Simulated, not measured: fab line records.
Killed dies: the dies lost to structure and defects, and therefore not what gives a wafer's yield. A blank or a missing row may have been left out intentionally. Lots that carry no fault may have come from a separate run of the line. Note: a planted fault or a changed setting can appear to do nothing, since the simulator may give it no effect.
Matching of chambers + flow n5-finfet + pecvd-03 running N5_BEOL_M0_SAQP_PECVD_96: 3 sister chambers
The step deposits a-Si from SiH4/He, target thk 45 nm, time 45.2 s. 3 wafers are shown with their chamber, then 7 later ones without.

== EACH WAFER AND ITS CHAMBER ==
| wafer  | chamber | showerhead-plenum-p-Torr (Torr) |
|--------|---------|---------------------------------|
| L077.1 | 1       | 5.72                            |
| L091.4 | 2       | 5.64                            |
| L091.5 | 0       | 5.76                            |

== WAFERS WHOSE CHAMBER IS MISSING ==
| wafer  | showerhead-plenum-p-Torr (Torr) |
|--------|---------------------------------|
| L091.6 | 5.76                            |
| L092.1 | 5.65                            |
| L092.4 | 5.65                            |
| L092.6 | 5.74                            |
| L096.2 | 5.64                            |
| L096.3 | 5.74                            |
| L096.6 | 5.76                            |

== EACH ONE'S CHAMBER ==
| wafer  | from the rows above     | in truth                   |
|--------|-------------------------|----------------------------|
| L091.6 | 0                       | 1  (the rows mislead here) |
| L092.1 | 2                       | 2                          |
| L092.4 | 2                       | 2                          |
| L092.6 | can't be placed: 0 or 1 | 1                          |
| L096.2 | 2                       | 2                          |
| L096.3 | can't be placed: 0 or 1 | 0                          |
| L096.6 | 0                       | 0                          |
4 of 7 placed correctly. Unplaceable from these rows: 2, with the true chamber sitting among the candidates in 2. 1 placed wrongly.
How it was worked out, from the rows above alone: a wafer's distance from a chamber is the root of the sum, over the readings, of the square of ((its reading less the chamber's mean) divided by the reading's scatter). The wafer belongs to the nearest chamber; if the next one is less than 2 further off, it can't be placed. A chamber's mean is the mean of its shown wafers. The scatter: with one shown wafer a chamber, the root of the mean of the squares of how far each hidden wafer lies from its nearest shown one.
